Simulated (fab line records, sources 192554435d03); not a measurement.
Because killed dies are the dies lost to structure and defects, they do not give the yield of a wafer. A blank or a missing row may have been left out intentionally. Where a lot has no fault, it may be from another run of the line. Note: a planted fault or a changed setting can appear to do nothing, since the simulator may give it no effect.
fab line records | flow n5-finfet | part 2 of 2: steps 40 to 41 of 41
record: lots: 7 | wafers: 18 | last-day: 17
route steps=1938 shown BEOL_M12@1638 BEOL_M13@1659 BEOL_M15@1830
lots untouched by any fault: they come from a run of this same line in which no faults occurred
start-h: hours from the record's opening day to when the first of the lot's shown wafers began | wait-h: hours elapsed since this lot's preceding step | " identical to the entry in the row above | L1.1+2: a single row standing in for several wafers | - value missing, or start not given | * or withheld: withheld | < > ~ a bound
route shown NAME@n: NAME is a module with steps in the file, n the number in the route of the first one | usual: mean/standard deviation of fault-free wafers | same: alike in all rows | chamber/n: place in a boat | sites: the reading at each site | _std_site: the values' standard deviation | _edge_site: outer sites' mean less inner sites' | radius-mm: how far each site lies from the wafer's centre | mask NAME#n: copy n | behind: tool/chamber where the wafer was last shaped | hold: cause of the lot's hold/its duration in hours/its outcome | device: which transistor (n, p or np) failed to switch | end of line: the route-end tests of the same wafers | a step with no rows: only its recipe | killed: not the wafer's yield, but the dies lost to structure and defects at the first sort | map: the dies of a wafer, with x for killed, . for not killed, _ for no die there
set.NAME: the run value of the setting; set.NAME@STEP: its run value at that earlier step | model.NAME: the simulator's own value behind a step, which no gauge read
a table for each step, a row for each wafer; lots at some steps of the route
services: when a tool's chamber went out of use (start-h, in hours from the record's first day, below 0 if earlier), for how many hours, and the reason
== steps ==
step: N5_BEOL_M13_CD_MEAS_17
recipe: target-cd-nm: 190 | polarity: opening
usual: cd-nm: 190.3/2
lot.wafer | tool      | chamber | start-h | wait-h | cd-nm
L350.1    | cd-sem-01 | -       | 244.32  | 0.0    | 190.4
L350.2    | "         | -       | "       | "      | 190.4
L350.5    | "         | -       | "       | "      | 191.4
L353.1    | cd-sem-01 | -       | 259.19  | 0.0    | 188.2
L353.4    | "         | -       | "       | "      | 189.1
L353.6    | "         | -       | "       | "      | 187.2
L354.3    | cd-sem-02 | -       | 266.50  | 0.0    | 191.1
L354.4    | "         | -       | "       | "      | 191.2
L354.5    | "         | -       | "       | "      | 190.9
L359.2    | cd-sem-03 | -       | 290.96  | 0.0    | 193.5
L359.3    | "         | -       | "       | "      | 193.5
L362.2    | cd-sem-02 | -       | 317.09  | 0.0    | 190.3
L362.3    | "         | -       | "       | "      | 187.7
L364.2    | cd-sem-02 | -       | 324.41  | 0.0    | 191.9
L364.5    | "         | -       | "       | "      | 188.5
L372.1    | cd-sem-03 | -       | 376.53  | 0.0    | 189.4
L372.5    | "         | -       | "       | "      | 189.4
L372.6    | "         | -       | "       | "      | 191.8
step: N5_BEOL_M15_RC_MEAS_101
usual: COMB_M10: 1.5e-11/3.3e-12 | COMB_M11: 1.46e-11/2.8e-12 | COMB_M12: 7e-12/1.5e-12 | COMB_M13: 5.4e-12/1.1e-12 | COMB_M14: 3.9e-12/1e-12 | COMB_M15: 3e-12/8e-13 | COMB_M5: 3.6e-11/7.3e-12 | COMB_M6: 2.7e-11/4.4e-12 | COMB_M7: 2.6e-11/5.2e-12 | COMB_M8: 2.7e-11/5.3e-12 | COMB_M9: 1.52e-11/2.9e-12 | SERP_M10: 3.00/0.11 | SERP_M11: 3.12/0.096 | SERP_M12: 0.636/0.021 | SERP_M12_max_site: 0.649/0.023 | SERP_M13: 0.312/0.0068 | SERP_M14: 0.159/0.0059 | SERP_M5: 39.4/1.8 | SERP_M6: 13.6/0.64 | SERP_M7: 14.1/0.64 | SERP_M8: 14.0/0.79 | SERP_M9: 3.09/0.09
lot.wafer | tool      | chamber | start-h | wait-h | COMB_M10[S/m] | COMB_M11[S/m] | COMB_M12[S/m] | COMB_M13[S/m] | COMB_M14[S/m] | COMB_M15[S/m] | COMB_M5[S/m] | COMB_M6[S/m] | COMB_M7[S/m] | COMB_M8[S/m] | COMB_M9[S/m] | SERP_M10[ohm/um] | SERP_M11[ohm/um] | SERP_M12[ohm/um] | SERP_M12_max_site[ohm/um] | SERP_M13[ohm/um] | SERP_M14[ohm/um] | SERP_M5[ohm/um] | SERP_M6[ohm/um] | SERP_M7[ohm/um] | SERP_M8[ohm/um] | SERP_M9[ohm/um]
L350.1    | prober-02 | 0       | 261.69  | 0.0    | 1.4e-11       | 1.46e-11      | 1.14e-11      | 6.8e-12       | 4.7e-12       | 3.9e-12       | 3.6e-11      | 2.8e-11      | 2.2e-11      | 2e-11        | 1.67e-11     | 2.99             | 3.18             | 0.646            | 0.654                     | 0.316            | 0.155            | 38.7            | 13.7            | 13.3            | 13.4            | 3.03
L350.2    | "         | 0       | "       | "      | 1.8e-11       | 1.38e-11      | 6.8e-12       | 7.7e-12       | 4.5e-12       | 3.8e-12       | 3.4e-11      | 2.9e-11      | 3.3e-11      | 3.2e-11      | 1.26e-11     | 3.09             | 3.06             | 0.627            | 0.635                     | 0.304            | 0.163            | 39.3            | 13.7            | 14.3            | 14.5            | 3.19
L350.5    | "         | 0       | "       | "      | 1.3e-11       | 1.22e-11      | 7.7e-12       | 7e-12         | 5.2e-12       | 3.8e-12       | 2.9e-11      | 3.2e-11      | 2.3e-11      | 2.7e-11      | 1.25e-11     | 2.91             | 3.12             | 0.653            | 0.660                     | 0.322            | 0.152            | 40.1            | 14.7            | 13.4            | 14.5            | 3.27
L353.1    | prober-02 | 0       | 282.27  | 0.0    | 1.7e-11       | 1.91e-11      | 7.3e-12       | 5.3e-12       | 4.5e-12       | 3.2e-12       | 3.2e-11      | 2.4e-11      | 2.2e-11      | 2.4e-11      | 1.25e-11     | 3.05             | 3.18             | 0.626            | 0.640                     | 0.318            | 0.165            | 39.7            | 13.3            | 14.0            | 13.1            | 3.15
L353.4    | "         | 0       | "       | "      | 1.7e-11       | 1.4e-11       | 1.01e-11      | 5e-12         | 3.2e-12       | 3.7e-12       | 3.2e-11      | 2.4e-11      | 3.1e-11      | 2.3e-11      | 9.8e-12      | 2.99             | 3.08             | 0.635            | 0.657                     | 0.308            | 0.160            | 39.8            | 12.6            | 14.5            | 15.7            | 3.05
L353.6    | "         | 0       | "       | "      | 1.4e-11       | 1.71e-11      | 1.01e-11      | 4.2e-12       | 4.3e-12       | 3.6e-12       | 2.8e-11      | 2.2e-11      | 2.6e-11      | 2.7e-11      | 1.06e-11     | 3.02             | 3.17             | 0.648            | 0.669                     | 0.320            | 0.160            | 35.2            | 13.2            | 14.6            | 14.3            | 3.00
L354.3    | prober-01 | 0       | 283.57  | 0.3    | 2.1e-11       | 1.11e-11      | 8.2e-12       | 5.7e-12       | 3.8e-12       | 1.4e-12       | 3.5e-11      | 2.8e-11      | 2.5e-11      | 2.8e-11      | 1.22e-11     | 3.10             | 2.98             | 0.622            | 0.628                     | 0.314            | 0.168            | 38.0            | 14.4            | 14.3            | 14.2            | 3.09
L354.4    | "         | 0       | "       | "      | 1.5e-11       | 1.13e-11      | 7.9e-12       | 5.6e-12       | 2.6e-12       | 2.8e-12       | 3.6e-11      | 2.6e-11      | 2.6e-11      | 2.3e-11      | 1.34e-11     | 3.30             | 2.99             | 0.666            | 0.687                     | 0.325            | 0.155            | 37.5            | 12.8            | 13.5            | 15.0            | 3.13
L354.5    | "         | 0       | "       | "      | 2.5e-11       | 1.29e-11      | 5.9e-12       | 4.7e-12       | 3.8e-12       | 2.4e-12       | 2.5e-11      | 3.2e-11      | 2.7e-11      | 2.5e-11      | 1.91e-11     | 3.15             | 3.00             | 0.613            | 0.635                     | 0.317            | 0.171            | 42.7            | 13.4            | 14.1            | 14.4            | 3.06
L359.2    | prober-02 | 0       | 308.24  | 0.2    | 1.4e-11       | 1.14e-11      | 8.4e-12       | 4.4e-12       | 3.6e-12       | 3.9e-12       | 4.2e-11      | 3.7e-11      | 2.4e-11      | 2.7e-11      | 1.27e-11     | 3.17             | 3.08             | ~1538.5          | ~1538.5                   | 0.311            | 0.158            | 37.0            | 13.1            | 13.0            | 13.4            | 3.14
L359.3    | "         | 0       | "       | "      | 2.2e-11       | 1.69e-11      | 6.9e-12       | 6.3e-12       | 3.9e-12       | 3e-12         | 3.2e-11      | 3e-11        | 2.5e-11      | 3.4e-11      | 1.53e-11     | 2.93             | 3.09             | 0.647            | 0.652                     | 0.309            | 0.158            | 38.5            | 12.8            | 14.1            | 12.6            | 3.22
L362.2    | prober-01 | 0       | 342.01  | 0.2    | 1.1e-11       | 1.39e-11      | 6.1e-12       | 3.3e-12       | 4.1e-12       | 1.8e-12       | 3.3e-11      | 3e-11        | 1.9e-11      | 4.9e-11      | 2.26e-11     | 3.09             | 2.99             | ~1538.5          | ~1538.5                   | 0.320            | 0.161            | 40.2            | 13.2            | 13.7            | 14.9            | 3.23
L362.3    | "         | 0       | "       | "      | 1.1e-11       | 1.08e-11      | 6.5e-12       | 5.3e-12       | 4e-12         | 1.8e-12       | 5.1e-11      | 2.5e-11      | 2.7e-11      | 2.9e-11      | 2.11e-11     | 2.90             | 3.04             | 0.635            | 0.647                     | 0.312            | 0.162            | 41.2            | 12.3            | 13.3            | 12.8            | 3.09
L364.2    | prober-01 | 0       | 349.56  | 0.2    | 1.8e-11       | 1.16e-11      | 5.8e-12       | 4.4e-12       | 2.9e-12       | 2.3e-12       | 2.8e-11      | 3.3e-11      | 2.1e-11      | 2.3e-11      | 1.91e-11     | 2.92             | 3.13             | ~1538.5          | ~1538.5                   | 0.305            | 0.166            | 40.7            | 12.4            | 13.6            | 13.9            | 2.98
L364.5    | "         | 0       | "       | "      | 1.5e-11       | 1.35e-11      | 6.5e-12       | 6.9e-12       | 2.8e-12       | 2e-12         | 4.7e-11      | 2e-11        | 1.9e-11      | 2.6e-11      | 1.66e-11     | 2.99             | 3.21             | 0.632            | ~1538.5                   | 0.313            | 0.157            | 39.8            | 13.2            | 14.6            | 14.5            | 3.13
L372.1    | prober-01 | 0       | 401.46  | 0.0    | 1.3e-11       | 1.12e-11      | 5.8e-12       | 4.5e-12       | 2.7e-12       | 2e-12         | 4.6e-11      | 1.9e-11      | 2.2e-11      | 2.1e-11      | 1.17e-11     | 2.96             | 3.00             | 0.650            | 0.657                     | 0.313            | 0.155            | 38.6            | 13.3            | 13.7            | 14.4            | 3.12
L372.5    | "         | 0       | "       | "      | 1.5e-11       | 1.62e-11      | 6.5e-12       | 4.8e-12       | 2.9e-12       | 2.1e-12       | 4.8e-11      | 2.2e-11      | 2.8e-11      | 1.9e-11      | 1.1e-11      | 3.12             | 3.22             | 0.626            | 0.634                     | 0.309            | 0.158            | 39.2            | 13.0            | 15.0            | 14.6            | 3.03
L372.6    | "         | 0       | "       | "      | 1.2e-11       | 1.34e-11      | 4.8e-12       | 3.9e-12       | 3.4e-12       | 3e-12         | 2.8e-11      | 2.5e-11      | 2.9e-11      | 2.2e-11      | 1.31e-11     | 3.00             | 3.08             | 0.622            | 0.629                     | 0.302            | 0.149            | 38.2            | 13.3            | 14.3            | 14.4            | 3.19
sites SERP_M12 radius-mm=0,75,75,75,75,140,140,140,140
L350.1 0.632 0.654 0.634 0.647 0.626 0.648 0.646 0.654 0.645
L353.1 0.621 0.623 0.620 0.626 0.640 0.632 0.638 0.625 0.634
L354.3 0.622 0.611 0.625 0.612 0.613 0.624 0.610 0.623 0.628
L372.1 0.634 0.652 0.652 0.633 0.655 0.650 0.657 0.639 0.641
== services ==
tool            | chamber | start-h | hours | kind
rie-diel-04     | 1       | 218.01  | 6.0   | repair
plasma-asher-02 | -       | 218.43  | 2.0   | repair
rie-diel-05     | 0       | 221.63  | 2.8   | repair
rie-diel-06     | 3       | 272.94  | 8.2   | repair
rie-diel-05     | 2       | 292.50  | 6.9   | repair
rie-diel-01     | 2       | 299.64  | 2.8   | repair
rie-diel-01     | 1       | 302.48  | -     | clean
rie-diel-01     | 1       | 302.48  | -     | consumable-replace:focus-ring
rie-diel-01     | 1       | 302.48  | -     | consumable-replace:showerhead
rie-diel-01     | 1       | 302.48  | 17.3  | scheduled-down
rie-diel-01     | 1       | 302.48  | 17.3  | vent-cycle
rie-diel-01     | 3       | 329.51  | -     | clean
rie-diel-01     | 3       | 329.51  | -     | consumable-replace:focus-ring
rie-diel-01     | 3       | 329.51  | 22.1  | scheduled-down
rie-diel-06     | 3       | 335.24  | 4.3   | repair
pvd-sputter-02  | -       | 335.77  | 2.8   | repair
pvd-sputter-01  | -       | 342.33  | 3.2   | repair
rie-diel-06     | 1       | 347.84  | 8.6   | repair
rie-diel-06     | -       | 358.55  | 0.9   | repair
rie-diel-05     | 1       | 359.64  | 5.6   | repair
pvd-sputter-02  | -       | 362.69  | 0.6   | repair
rie-diel-05     | -       | 365.21  | 1.2   | repair
rie-diel-04     | 3       | 366.32  | 7.2   | repair
plasma-asher-01 | -       | 373.28  | 2.8   | pm
== key ==
first-sign: step: N5_BEOL_M15_RC_MEAS_101 | reading: SERP_M12 | direction: up | sigmas: 99+ | usual: 0.636 | struck: ~1154.0 | wafers-moved: 3
effect: step: N5_BEOL_M15_RC_MEAS_101 | reading: SERP_M12_max_site | direction: up | sigmas: 99+ | usual: 0.649 | struck: ~1538.5
met-at N5_BEOL_M12_SPUTTER_45
struck-wafers L359.2,L362.2,L364.2,L364.5
sort-left-out L359.2,L362.2,L364.2,L364.5
onset-between 256.27 288.79
fault: kind: process-parameter-drift | tool: pvd-sputter-03 | chamber: - | onset-h: 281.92 | steps: N5_BEOL_M12_SPUTTER_45 | channel: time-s | offset: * | shape: step | end-h: 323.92 | scope: struck-wafers-only | acts-in: * | stated: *
sort-left-out: the simulated sort isn't trusted on such a fault, so these wafers' sort isn't shown, and their yield isn't known
